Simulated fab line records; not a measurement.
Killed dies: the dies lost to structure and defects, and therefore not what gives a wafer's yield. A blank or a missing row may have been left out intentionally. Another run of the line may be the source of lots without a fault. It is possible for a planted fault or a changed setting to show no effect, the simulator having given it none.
fab line records	flow nand_harc
record lots=24	wafers=72	last_day=33
route steps=1302 shown A_CONTACT@1049 A_BLC@1118
lots untouched by any fault: they come from a run of this same line in which no faults occurred
start_h: start of the lot's first displayed wafer, in hours after the record's first day	wait_h: how many hours have passed since the lot's step before this one	" repeats the value in the row above	L1.1+2: one row covering several wafers at once	- value missing, or start not given	* or withheld: withheld	< > ~ a bound
route shown NAME@n: names a module that has steps shown in the file, with the first one's number in the route	usual: average and standard deviation across the fault-free wafers	same: alike in all rows	chamber/n: place in a boat	sites: each site's reading	_std_site: standard deviation of those values	_edge_site: inner sites' mean taken away from outer sites' mean	radius_mm: how far each site lies from the wafer's centre	mask NAME#n: copy n	behind: the most recent tool/chamber to have shaped the wafer	hold: cause of the lot's hold/its duration in hours/its outcome	device: transistor that didn't switch, given as n, p or np	end of line: the tests these same wafers got at the end of their route	where a step has no rows: the recipe by itself	killed: at the first sort, the dies lost to defects and structure; wafer yield is something else	map: shows each die of a wafer: x if killed, . if not, _ if none is there
set.NAME: setting as actually run; set.NAME@STEP: the setting as run at that earlier step	model.NAME: the simulator's own value behind a step, which no gauge read
steps of the route over a sample of lots; a table a step, a row a wafer
services: when a tool's chamber went out of use (start_h, in hours from the record's first day, below 0 if earlier), for how many hours, and the reason
## steps
# step NHARC_A_CONTACT_ETCH_126
# recipe source_w=withheld	pressure_mtorr=20	bias_v=3000	time_s=197	target_depth_a=19180	ar_flow_sccm=withheld	c4f8_flow_sccm=withheld	o2_flow_sccm=withheld	chemistry=C4F8/O2/Ar
# same time_s=197
lot.wafer	tool	chamber	start_h	wait_h	rf_hours_counter_h
L074.2	har_cap_etch-03	0	513.97	0.2	43
L074.1	"	1	"	"	43
L074.3	"	1	"	"	-
L075.1	har_cap_etch-01	1	514.59	0.1	0
L075.3	"	1	"	"	-
L075.5	"	1	"	"	-
L076.1	har_cap_etch-03	1	522.47	0.1	45
L076.4	"	1	"	"	-
L076.5	"	1	"	"	-
L078.2	har_cap_etch-01	0	541.08	0.1	5
L078.1	"	1	"	"	5
L078.3	"	1	"	"	-
L077.2	har_cap_etch-02	1	541.13	0.1	88
L077.4	"	1	"	"	-
L077.6	"	0	"	"	-
L079.2	har_cap_etch-02	1	558.65	0.1	92
L079.1	"	0	"	"	92
L079.3	"	0	"	"	-
L080.2	har_cap_etch-01	1	563.48	0.2	10
L080.1	"	0	"	"	10
L080.6	"	0	"	"	-
L081.1	har_cap_etch-02	1	568.62	0.1	93
L081.3	"	1	"	"	-
L081.5	"	0	"	"	-
L083.2	har_cap_etch-02	1	586.17	0.1	96
L083.1	"	0	"	"	96
L083.6	"	0	"	"	-
L082.2	har_cap_etch-03	1	588.35	0.1	57
L082.1	"	0	"	"	57
L082.3	"	1	"	"	-
L085.1	har_cap_etch-03	1	605.86	0.1	60
L085.4	"	0	"	"	-
L085.5	"	0	"	"	-
L084.2	har_cap_etch-02	0	611.71	0.1	100
L084.3	"	1	"	"	-
L084.6	"	1	"	"	-
L086.2	har_cap_etch-01	0	622.76	0.1	21
L086.1	"	1	"	"	21
L086.5	"	0	"	"	-
L087.1	har_cap_etch-01	1	637.45	0.1	23
L087.2	"	0	"	"	23
L087.4	"	1	"	"	-
L089.1	har_cap_etch-01	1	655.11	0.1	26
L089.2	"	0	"	"	26
L089.6	"	0	"	"	-
L088.2	har_cap_etch-02	0	656.15	0.1	107
L088.4	"	0	"	"	-
L088.5	"	0	"	"	-
L090.1	har_cap_etch-02	1	676.86	0.1	110
L090.3	"	1	"	"	-
L090.6	"	0	"	"	-
L091.2	har_cap_etch-01	1	677.08	0.1	30
L091.4	"	0	"	"	-
L091.3	"	1	"	"	-
L093.1	har_cap_etch-02	0	699.82	0.1	113
L093.4	"	0	"	"	-
L093.3	"	1	"	"	-
L092.2	har_cap_etch-01	0	700.19	0.1	34
L092.3	"	0	"	"	-
L092.4	"	1	"	"	-
L095.2	har_cap_etch-03	0	713.15	0.1	79
L095.1	"	1	"	"	79
L095.5	"	1	"	"	-
L096.1	har_cap_etch-01	1	716.33	0.1	38
L096.2	"	0	"	"	38
L096.5	"	1	"	"	-
L094.1	har_cap_etch-03	1	722.20	0.1	80
L094.3	"	0	"	"	-
L094.6	"	0	"	"	-
L097.2	har_cap_etch-03	0	727.63	0.1	82
L097.3	"	1	"	"	-
L097.4	"	0	"	"	-
# step NHARC_A_CONTACT_ETCH_98
# recipe target_depth_a=200	over_etch_frac=0.5	time_s=10	ion_energy_ev=250	c4f6_flow_sccm=25	o2_flow_sccm=20	ar_flow_sccm=500	rf_w=600	bias_w=500	chemistry=C4F6/O2
# usual bias_w=500.0/1.5	drypump_motor_current_A=5.7/0.5	oes_product_au=0.960/0.025	rf_vpp_V=549/4.5	showerhead_plenum_p_Torr=4.01/0.22	throttle_valve_pct=26.902/0.0098
# same time_s=10
lot.wafer	tool	chamber	start_h	wait_h	bias_w	drypump_motor_current_A	oes_product_au	rf_hours_counter_h	rf_vpp_V	showerhead_plenum_p_Torr	throttle_valve_pct
L074.3	rie_diel-01	0	-	-	499.5	5.4	0.944	43	546	3.80	26.893
L074.1	"	2	"	"	500.7	5.9	0.940	45	549	4.00	26.919
L074.2	"	3	"	"	502.7	6.8	0.932	41	551	4.20	26.886
L075.3	rie_diel-11	0	-	-	499.7	6.3	0.942	13	545	3.73	26.894
L075.1	"	2	"	"	502.0	5.1	0.968	12	552	4.20	26.902
L075.5	"	0	"	"	498.7	6.4	0.952	-	543	3.73	26.900
L076.4	rie_diel-11	0	-	-	499.3	6.3	0.942	15	543	3.73	26.882
L076.1	"	1	"	"	502.8	5.5	0.954	14	553	4.22	26.904
L076.5	"	2	"	"	501.4	5.1	0.947	-	553	4.20	26.901
L078.1	rie_diel-01	3	-	-	498.5	6.9	0.935	49	554	4.20	26.905
L078.2	"	0	"	"	500.8	5.4	0.923	50	544	3.79	26.886
L078.3	"	2	"	"	502.1	5.9	0.945	54	549	4.00	26.902
L077.4	rie_diel-01	2	-	-	498.9	5.9	0.953	54	548	4.00	26.913
L077.2	"	3	"	"	498.9	6.8	0.949	49	554	4.20	26.920
L077.6	"	2	"	"	499.3	5.9	0.946	-	548	4.00	26.896
L079.2	rie_diel-01	2	-	-	500.8	5.9	0.990	1	548	4.00	26.908
L079.3	"	0	"	"	500.2	5.4	0.996	0	544	3.79	26.909
L079.1	"	1	"	"	498.9	5.9	1.004	0	543	3.75	26.913
L080.1	rie_diel-04	1	-	-	498.6	5.0	0.957	12	552	4.22	26.900
L080.2	"	2	"	"	502.9	5.4	0.939	10	540	3.67	26.898
L080.6	"	1	"	"	501.6	5.0	0.955	-	553	4.22	26.903
L081.1	rie_diel-11	0	-	-	503.2	6.3	1.001	23	543	3.73	26.894
L081.3	"	1	"	"	499.3	5.5	1.000	21	552	4.21	26.902
L081.5	"	0	"	"	499.7	6.3	1.007	-	543	3.73	26.908
L083.1	rie_diel-04	3	-	-	499.9	5.5	0.954	15	546	3.81	26.899
L083.2	"	1	"	"	498.5	5.0	0.947	18	553	4.22	26.889
L083.6	"	3	"	"	500.6	5.5	0.951	-	545	3.81	26.895
L082.1	rie_diel-11	0	-	-	498.9	6.3	0.950	26	543	3.73	26.907
L082.2	"	1	"	"	500.9	5.5	0.947	25	552	4.21	26.892
L082.3	"	3	"	"	501.9	5.6	0.937	25	551	4.21	26.907
L085.1	rie_diel-01	0	-	-	498.8	5.4	0.952	20	544	3.78	26.907
L085.4	"	1	"	"	498.8	5.8	0.942	14	544	3.74	26.892
L085.5	"	2	"	"	498.5	5.9	0.940	-	549	3.98	26.893
L084.2	rie_diel-11	0	-	-	500.4	6.3	1.010	0	544	3.73	26.896
L084.3	"	3	"	"	500.8	5.6	1.005	0	552	4.21	26.893
L084.6	"	1	"	"	499.4	5.5	1.023	-	554	4.21	26.912
L086.1	rie_diel-11	0	-	-	500.8	6.4	0.939	2	542	3.72	26.897
L086.2	"	1	"	"	499.8	5.5	0.944	2	553	4.21	26.907
L086.5	"	2	"	"	499.1	5.1	0.956	-	553	4.19	26.901
L087.2	rie_diel-11	1	-	-	501.4	5.5	0.951	4	552	4.21	26.907
L087.4	"	2	"	"	501.7	5.1	0.941	4	553	4.19	26.927
L087.1	"	3	"	"	497.7	5.6	0.961	4	552	4.21	26.892
L089.1	rie_diel-04	1	-	-	498.1	5.0	0.962	38	553	4.20	26.906
L089.2	"	0	"	"	498.8	5.7	0.950	42	550	4.10	26.890
L089.6	"	1	"	"	497.9	5.0	0.954	-	553	4.20	26.912
L088.2	rie_diel-04	0	-	-	500.1	5.7	0.953	42	549	4.10	26.905
L088.4	"	1	"	"	501.0	5.0	0.966	38	554	4.20	26.888
L088.5	"	1	"	"	500.2	5.0	0.958	-	552	4.20	26.898
L090.3	rie_diel-01	2	-	-	498.3	5.9	0.965	49	549	3.97	26.898
L090.1	"	0	"	"	496.0	5.4	0.939	47	544	3.76	26.916
L090.6	"	2	"	"	498.4	5.9	0.962	-	548	3.97	26.909
L091.2	rie_diel-04	2	-	-	499.1	5.5	1.005	41	541	3.65	26.888
L091.3	"	3	"	"	499.5	5.5	0.999	48	543	3.79	26.913
L091.4	"	1	"	"	497.2	5.0	1.025	42	551	4.20	26.900
L092.3	rie_diel-11	1	-	-	498.7	5.5	0.941	12	553	4.20	26.904
L092.4	"	3	"	"	501.1	5.6	0.941	14	552	4.20	26.909
L092.2	"	0	"	"	499.9	6.3	0.936	14	544	3.72	26.903
L093.3	rie_diel-11	2	-	-	501.0	5.1	0.969	14	552	4.18	26.912
L093.4	"	3	"	"	499.9	5.6	0.963	14	553	4.20	26.906
L093.1	"	0	"	"	497.6	6.3	0.979	15	542	3.72	26.902
L095.1	rie_diel-01	3	-	-	499.5	6.9	1.000	60	552	4.16	26.915
L095.2	"	0	"	"	498.0	5.4	0.995	59	545	3.75	26.909
L095.5	"	3	"	"	496.8	6.8	1.003	-	553	4.16	26.906
L096.1	rie_diel-11	1	-	-	500.3	5.5	0.945	17	552	4.20	26.918
L096.2	"	2	"	"	501.1	5.1	0.944	17	553	4.18	26.888
L096.5	"	1	"	"	499.2	5.5	0.949	-	553	4.20	26.892
L094.1	rie_diel-11	1	-	-	500.2	5.5	0.954	18	552	4.20	26.897
L094.3	"	2	"	"	501.1	5.1	0.956	18	553	4.18	26.924
L094.6	"	2	"	"	500.6	5.1	0.945	-	554	4.18	26.916
L097.3	rie_diel-11	3	736.72	0.1	499.3	5.7	0.952	20	553	4.20	26.909
L097.2	"	0	"	"	500.9	6.3	0.945	21	544	3.71	26.901
L097.4	"	0	"	"	499.9	6.4	0.944	-	542	3.71	26.912
# step NHARC_A_CONTACT_CD_MEAS_15
# usual cd_nm=189.8/0.55
lot.wafer	tool	chamber	start_h	wait_h	cd_nm
L074.1	cd_sem-02	-	523.80	-	191.3
L074.2	"	-	"	"	191.0
L074.3	"	-	"	"	190.2
L075.1	cd_sem-01	-	524.91	-	190.2
L075.3	"	-	"	"	190.5
L075.5	"	-	"	"	190.4
L076.1	cd_sem-03	-	532.83	-	189.9
L076.4	"	-	"	"	189.5
L076.5	"	-	"	"	189.9
L078.1	cd_sem-01	-	550.14	-	189.7
L078.2	"	-	"	"	190.5
L078.3	"	-	"	"	190.2
L077.2	cd_sem-02	-	551.23	-	190.0
L077.4	"	-	"	"	190.3
L077.6	"	-	"	"	190.6
L079.1	cd_sem-02	-	568.28	-	189.4
L079.2	"	-	"	"	189.8
L079.3	"	-	"	"	189.5
L080.1	cd_sem-02	-	573.89	-	190.3
L080.2	"	-	"	"	190.2
L080.6	"	-	"	"	190.0
L081.1	cd_sem-03	-	578.07	-	190.1
L081.3	"	-	"	"	189.9
L081.5	"	-	"	"	190.3
L083.1	cd_sem-01	-	595.11	-	189.7
L083.2	"	-	"	"	189.9
L083.6	"	-	"	"	189.7
L082.1	cd_sem-01	-	597.36	-	189.2
L082.2	"	-	"	"	189.5
L082.3	"	-	"	"	189.4
L085.1	cd_sem-01	-	617.11	-	190.1
L085.4	"	-	"	"	190.2
L085.5	"	-	"	"	189.8
L084.2	cd_sem-03	-	620.87	-	190.4
L084.3	"	-	"	"	190.4
L084.6	"	-	"	"	190.4
L086.1	cd_sem-02	-	631.87	-	189.8
L086.2	"	-	"	"	189.6
L086.5	"	-	"	"	189.9
L087.1	cd_sem-01	-	647.46	-	188.8
L087.2	"	-	"	"	188.8
L087.4	"	-	"	"	188.6
L089.1	cd_sem-03	-	669.42	-	189.8
L089.2	"	-	"	"	189.3
L089.6	"	-	"	"	189.6
L088.2	cd_sem-01	-	670.37	-	189.3
L088.4	"	-	"	"	189.5
L088.5	"	-	"	"	188.7
L090.1	cd_sem-01	-	686.82	-	189.5
L090.3	"	-	"	"	189.3
L090.6	"	-	"	"	189.9
L091.2	cd_sem-02	-	687.22	-	190.8
L091.3	"	-	"	"	190.5
L091.4	"	-	"	"	190.1
L092.2	cd_sem-03	-	711.04	-	188.9
L092.3	"	-	"	"	188.6
L092.4	"	-	"	"	188.7
L093.1	cd_sem-03	-	711.58	-	190.1
L093.3	"	-	"	"	190.1
L093.4	"	-	"	"	189.4
L095.1	cd_sem-02	-	724.55	-	189.9
L095.2	"	-	"	"	189.5
L095.5	"	-	"	"	190.0
L096.1	cd_sem-03	-	725.48	-	189.5
L096.2	"	-	"	"	189.7
L096.5	"	-	"	"	189.2
L094.1	cd_sem-02	-	732.69	-	189.4
L094.3	"	-	"	"	189.6
L094.6	"	-	"	"	189.8
L097.2	cd_sem-01	-	736.81	-	190.2
L097.3	"	-	"	"	190.0
L097.4	"	-	"	"	189.5
# step NHARC_A_BLC_OVL_MEAS_11
# usual overlay_x_nm=0.0/1.1	overlay_y_nm=0.0/0.77
lot.wafer	tool	chamber	start_h	wait_h	overlay_x_nm	overlay_y_nm
L074.1	overlay-01	-	526.71	-	-1.8	-0.8
L074.2	"	-	"	"	-1.2	0.1
L074.3	"	-	"	"	-1.4	-0.6
L075.1	overlay-02	-	527.85	-	1.1	0.0
L075.3	"	-	"	"	1.0	0.0
L075.5	"	-	"	"	0.7	-0.2
L076.1	overlay-01	-	535.78	-	0.7	0.5
L076.4	"	-	"	"	0.7	0.4
L076.5	"	-	"	"	1.1	0.1
L078.1	overlay-01	-	553.23	-	0.7	0.3
L078.2	"	-	"	"	0.7	0.2
L078.3	"	-	"	"	1.0	-0.3
L077.2	overlay-02	-	554.28	-	-0.2	0.0
L077.4	"	-	"	"	-0.3	0.9
L077.6	"	-	"	"	-0.6	0.6
L079.1	overlay-01	-	571.32	-	0.5	0.5
L079.2	"	-	"	"	-0.1	0.6
L079.3	"	-	"	"	0.3	0.1
L080.1	overlay-02	-	576.92	-	-3.2	0.8
L080.2	"	-	"	"	-3.4	1.2
L080.6	"	-	"	"	-2.8	0.8
L081.1	overlay-02	-	581.11	-	1.0	0.1
L081.3	"	-	"	"	0.3	-0.1
L081.5	"	-	"	"	0.7	0.3
L083.1	overlay-01	-	598.01	-	-0.7	-0.9
L083.2	"	-	"	"	-1.7	-1.1
L083.6	"	-	"	"	-0.8	-0.4
L082.1	overlay-01	-	600.26	-	0.9	-1.1
L082.2	"	-	"	"	0.6	-0.7
L082.3	"	-	"	"	1.0	-1.0
L085.1	overlay-02	-	620.01	-	-0.2	-0.2
L085.4	"	-	"	"	-0.5	-0.5
L085.5	"	-	"	"	-0.4	-0.7
L084.2	overlay-01	-	623.81	-	-0.1	0.5
L084.3	"	-	"	"	-0.6	0.9
L084.6	"	-	"	"	-0.3	1.2
L086.1	overlay-02	-	634.91	-	-1.7	-0.4
L086.2	"	-	"	"	-2.2	0.0
L086.5	"	-	"	"	-1.9	-1.1
L087.1	overlay-02	-	650.38	-	0.9	-0.1
L087.2	"	-	"	"	1.1	-0.3
L087.4	"	-	"	"	1.3	-0.3
L089.1	overlay-02	-	672.63	-	1.3	0.4
L089.2	"	-	"	"	1.4	-0.3
L089.6	"	-	"	"	0.8	0.0
L088.2	overlay-02	-	673.50	-	2.1	1.8
L088.4	"	-	"	"	1.7	1.4
L088.5	"	-	"	"	1.1	1.7
L090.1	overlay-02	-	689.73	-	-0.6	0.0
L090.3	"	-	"	"	-0.8	-0.5
L090.6	"	-	"	"	-0.7	-0.5
L091.2	overlay-02	-	691.11	-	0.8	-1.0
L091.3	"	-	"	"	1.2	-0.4
L091.4	"	-	"	"	0.7	-0.9
L092.2	overlay-01	-	714.41	-	0.8	1.5
L092.3	"	-	"	"	0.2	1.6
L092.4	"	-	"	"	1.0	2.0
L093.1	overlay-01	-	714.67	-	-0.5	-0.6
L093.3	"	-	"	"	-0.7	-0.9
L093.4	"	-	"	"	-0.6	-0.5
L095.1	overlay-01	-	727.45	-	-1.8	0.7
L095.2	"	-	"	"	-1.0	0.5
L095.5	"	-	"	"	-1.3	1.1
L096.1	overlay-01	-	728.41	-	1.0	0.1
L096.2	"	-	"	"	1.4	0.4
L096.5	"	-	"	"	1.4	0.2
L094.1	overlay-01	-	736.04	-	0.4	0.9
L094.3	"	-	"	"	0.1	0.0
L094.6	"	-	"	"	0.2	-0.4
L097.2	overlay-02	-	739.95	-	0.1	-1.2
L097.3	"	-	"	"	0.0	-0.9
L097.4	"	-	"	"	0.3	-0.5
# step NHARC_A_BLC_ETCH_18
# recipe target_depth_a=9100	c4f8_flow_sccm=20	o2_flow_sccm=10	ar_flow_sccm=withheld	rf_w=600	bias_w=1500	chemistry=C4F8/O2/Ar
# usual bias_w=1500/4.2	oes_product_au=0.953/0.023	rf_vpp_V=978/5
lot.wafer	tool	chamber	start_h	wait_h	bias_w	oes_product_au	rf_hours_counter_h	rf_vpp_V
L074.3	rie_diel-03	0	-	-	1503	0.955	7	986
L074.1	"	1	"	"	1509	0.963	5	975
L074.2	"	2	"	"	1503	0.971	5	981
L075.1	rie_diel-03	2	-	-	1510	0.955	6	981
L075.3	"	0	"	"	1503	0.938	8	986
L075.5	"	2	"	"	1504	0.957	-	982
L076.1	rie_diel-03	1	-	-	1498	0.956	6	973
L076.4	"	3	"	"	1500	0.973	8	971
L076.5	"	0	"	"	1498	0.965	-	985
L078.1	rie_diel-10	2	-	-	1497	0.925	4	982
L078.2	"	3	"	"	1502	0.920	6	980
L078.3	"	0	"	"	1498	0.928	7	977
L077.2	rie_diel-10	0	-	-	1492	0.926	7	980
L077.4	"	2	"	"	1503	0.930	5	982
L077.6	"	0	"	"	1490	0.913	-	978
L079.1	rie_diel-03	0	-	-	1499	0.958	11	986
L079.2	"	1	"	"	1494	0.956	9	974
L079.3	"	3	"	"	1497	0.964	11	973
L080.2	rie_diel-10	2	-	-	1509	0.927	6	981
L080.1	"	3	"	"	1500	0.931	7	979
L080.6	"	1	"	"	1504	0.925	-	972
L081.1	rie_diel-10	2	-	-	1502	0.920	6	981
L081.3	"	0	"	"	1507	0.931	9	978
L081.5	"	2	"	"	1501	0.924	-	981
L083.2	rie_diel-03	1	-	-	1495	0.929	12	974
L083.1	"	3	"	"	1505	0.920	14	973
L083.6	"	0	"	"	1499	0.923	-	987
L082.1	rie_diel-03	2	-	-	1499	0.965	11	980
L082.2	"	0	"	"	1494	0.923	15	986
L082.3	"	1	"	"	1494	0.917	13	973
L085.1	rie_diel-03	1	-	-	1501	0.962	14	972
L085.4	"	3	"	"	1495	0.970	16	971
L085.5	"	0	"	"	1500	0.944	-	988
L084.3	rie_diel-10	1	-	-	1500	0.971	1	972
L084.2	"	0	"	"	1500	0.953	1	978
L084.6	"	2	"	"	1498	0.985	-	982
L086.2	rie_diel-10	1	-	-	1507	0.969	2	972
L086.1	"	2	"	"	1498	0.982	2	983
L086.5	"	0	"	"	1496	0.962	-	978
L087.4	rie_diel-10	0	-	-	1500	0.977	3	978
L087.1	"	1	"	"	1508	0.958	3	970
L087.2	"	3	"	"	1505	0.989	3	979
L089.1	rie_diel-10	0	-	-	1499	0.984	4	979
L089.2	"	2	"	"	1505	0.955	5	981
L089.6	"	1	"	"	1498	0.963	-	973
L088.2	rie_diel-10	0	674.24	-	1495	0.989	4	978
L088.4	"	1	"	"	1495	0.997	5	972
L088.5	"	0	"	"	1493	1.006	-	978
L090.3	rie_diel-03	0	-	-	1491	0.950	4	986
L090.1	"	3	"	"	1501	0.979	3	972
L090.6	"	0	"	"	1493	0.953	-	985
L091.2	rie_diel-03	0	-	-	1502	0.959	4	987
L091.4	"	1	"	"	1497	0.973	4	974
L091.3	"	3	"	"	1498	0.996	4	972
L092.4	rie_diel-10	1	-	-	1503	0.965	6	972
L092.3	"	2	"	"	1507	0.981	7	980
L092.2	"	3	"	"	1496	0.962	6	980
L093.3	rie_diel-03	2	-	-	1499	0.948	6	980
L093.1	"	0	"	"	1496	0.943	6	986
L093.4	"	1	"	"	1496	0.953	6	974
L095.1	rie_diel-03	3	-	-	1497	0.962	8	971
L095.2	"	0	"	"	1500	0.969	8	986
L095.5	"	3	"	"	1497	0.965	-	971
L096.1	rie_diel-10	3	-	-	1509	0.935	7	977
L096.2	"	0	"	"	1493	0.927	7	977
L096.5	"	1	"	"	1499	0.933	-	972
L094.1	rie_diel-10	1	-	-	1498	0.972	8	971
L094.3	"	2	"	"	1507	0.959	8	982
L094.6	"	1	"	"	1499	0.955	-	972
L097.2	rie_diel-10	2	-	-	1498	0.937	8	982
L097.3	"	0	"	"	1501	0.933	8	979
L097.4	"	2	"	"	1503	0.925	-	983
# step NHARC_A_BLC_CD_MEAS_19
# usual cd_nm=99.6/1.5
lot.wafer	tool	chamber	start_h	wait_h	cd_nm
L074.1	cd_sem-02	-	527.84	-	98.0
L074.2	"	-	"	"	99.6
L074.3	"	-	"	"	99.9
L075.1	cd_sem-02	-	528.96	-	99.7
L075.3	"	-	"	"	97.2
L075.5	"	-	"	"	97.2
L076.1	cd_sem-02	-	536.84	-	98.0
L076.4	"	-	"	"	100.8
L076.5	"	-	"	"	97.9
L078.1	cd_sem-01	-	554.30	-	101.1
L078.2	"	-	"	"	99.5
L078.3	"	-	"	"	98.7
L077.2	cd_sem-01	-	555.35	-	100.6
L077.4	"	-	"	"	103.0
L077.6	"	-	"	"	102.3
L079.1	cd_sem-03	-	572.38	-	97.8
L079.2	"	-	"	"	98.4
L079.3	"	-	"	"	97.9
L080.1	cd_sem-02	-	577.99	-	99.3
L080.2	"	-	"	"	101.7
L080.6	"	-	"	"	100.5
L081.1	cd_sem-02	-	582.17	-	100.2
L081.3	"	-	"	"	102.2
L081.5	"	-	"	"	101.4
L083.1	cd_sem-03	-	599.07	-	98.6
L083.2	"	-	"	"	98.4
L083.6	"	-	"	"	101.4
L082.1	cd_sem-02	-	601.32	-	99.8
L082.2	"	-	"	"	100.9
L082.3	"	-	"	"	99.7
L085.1	cd_sem-01	-	621.08	-	98.3
L085.4	"	-	"	"	98.1
L085.5	"	-	"	"	99.1
L084.2	cd_sem-02	-	624.88	-	99.9
L084.3	"	-	"	"	99.6
L084.6	"	-	"	"	101.2
L086.1	cd_sem-01	-	635.98	-	99.4
L086.2	"	-	"	"	98.9
L086.5	"	-	"	"	99.7
L087.1	cd_sem-03	-	651.44	-	102.7
L087.2	"	-	"	"	99.5
L087.4	"	-	"	"	102.1
L089.1	cd_sem-02	-	673.69	-	100.3
L089.2	"	-	"	"	99.7
L089.6	"	-	"	"	101.3
L088.2	cd_sem-01	-	674.57	-	100.3
L088.4	"	-	"	"	100.7
L088.5	"	-	"	"	103.2
L090.1	cd_sem-01	-	690.79	-	98.1
L090.3	"	-	"	"	97.0
L090.6	"	-	"	"	98.4
L091.2	cd_sem-03	-	692.17	-	98.7
L091.3	"	-	"	"	97.6
L091.4	"	-	"	"	98.4
L092.2	cd_sem-03	-	715.48	-	97.6
L092.3	"	-	"	"	99.0
L092.4	"	-	"	"	101.2
L093.1	cd_sem-01	-	715.86	-	97.8
L093.3	"	-	"	"	96.5
L093.4	"	-	"	"	100.0
L095.1	cd_sem-02	-	728.51	-	101.0
L095.2	"	-	"	"	99.5
L095.5	"	-	"	"	98.7
L096.1	cd_sem-01	-	729.50	-	98.7
L096.2	"	-	"	"	102.5
L096.5	"	-	"	"	99.9
L094.1	cd_sem-02	-	737.11	-	96.4
L094.3	"	-	"	"	100.0
L094.6	"	-	"	"	99.9
L097.2	cd_sem-02	-	741.20	-	100.2
L097.3	"	-	"	"	101.0
L097.4	"	-	"	"	99.6
## services
tool	chamber	start_h	hours	kind
har_cap_etch-01	-	497.00	17.0	pm
rie_diel-03	1	499.91	9.9	repair
rie_diel-10	0	502.20	-	clean
rie_diel-04	0	508.72	4.9	repair
rie_diel-03	2	515.60	7.7	repair
rie_diel-11	3	518.81	2.8	repair
rie_diel-04	-	533.00	9.0	pm
rie_diel-03	-	535.04	0.7	repair
rie_diel-10	3	543.77	5.0	repair
rie_diel-01	-	557.93	9.0	pm
rie_diel-03	2	581.81	9.6	repair
rie_diel-10	-	582.42	0.3	repair
rie_diel-10	-	596.50	9.0	pm
rie_diel-01	1	598.73	6.5	repair
rie_diel-11	-	609.50	9.0	pm
rie_diel-03	-	635.30	9.0	pm
rie_diel-01	3	640.82	3.7	repair
rie_diel-11	1	656.67	20.0	repair
rie_diel-10	-	696.92	1.6	repair
rie_diel-04	-	710.00	9.0	pm
har_cap_etch-01	-	718.74	0.6	repair
rie_diel-01	-	734.95	9.0	pm
rie_diel-11	2	735.30	3.0	repair
rie_diel-10	3	737.60	13.6	repair
## key
fault none
